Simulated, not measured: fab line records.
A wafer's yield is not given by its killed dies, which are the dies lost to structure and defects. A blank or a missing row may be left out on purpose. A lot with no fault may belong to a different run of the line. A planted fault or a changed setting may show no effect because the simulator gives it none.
Matching of chambers -- flow nand harc -- 4 sister chambers for NHARC_P_M1_ETCH_35 on rie diel-12
The step etches the open film in N2/H2, target depth 40 nm, overetch 12 nm, time 43.94 s. 4 wafers are shown with their chamber, then 9 later ones without.

== WAFERS PAIRED WITH THEIR CHAMBERS ==
wafer,chamber,rf vpp V (V)
L084.6,1,424.6
L090.4,2,427.8
L090.5,0,428.6
L090.6,3,429.7

== WAFERS MISSING THEIR CHAMBER ==
wafer,rf vpp V (V)
L091.3,426.7
L091.4,430.2
L091.5,427.3
L094.1,426.9
L094.3,429.1
L094.6,426.3
L096.2,427.9
L096.4,426.6
L096.5,427.2

== EACH ONE'S CHAMBER ==
wafer,from the rows above,in truth
L091.3,can't be placed: 2 or 0 or 1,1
L091.4,can't be placed: 3 or 0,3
L091.5,can't be placed: 2 or 0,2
L094.1,can't be placed: 2 or 0 or 1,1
L094.3,can't be placed: 0 or 3 or 2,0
L094.6,can't be placed: 2 or 1 or 0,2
L096.2,can't be placed: 2 or 0 or 3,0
L096.4,can't be placed: 2 or 0 or 1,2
L096.5,can't be placed: 2 or 0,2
Correctly placed: 0 of 9. Unplaceable from these rows: 9, with the true chamber sitting among the candidates in 9. 0 placed wrongly.
How it was worked out, from the rows above alone: a wafer's distance from a chamber is the root of the sum, over the readings, of the square of ((its reading less the chamber's mean) divided by the reading's scatter). If the next closest chamber is less than 2 further off than the closest, the wafer can't be placed; otherwise it belongs to the closest. The mean given for a chamber averages the wafers shown for that chamber. The scatter: root of mean squared gap, hidden wafer to nearest shown wafer, with one shown wafer a chamber.
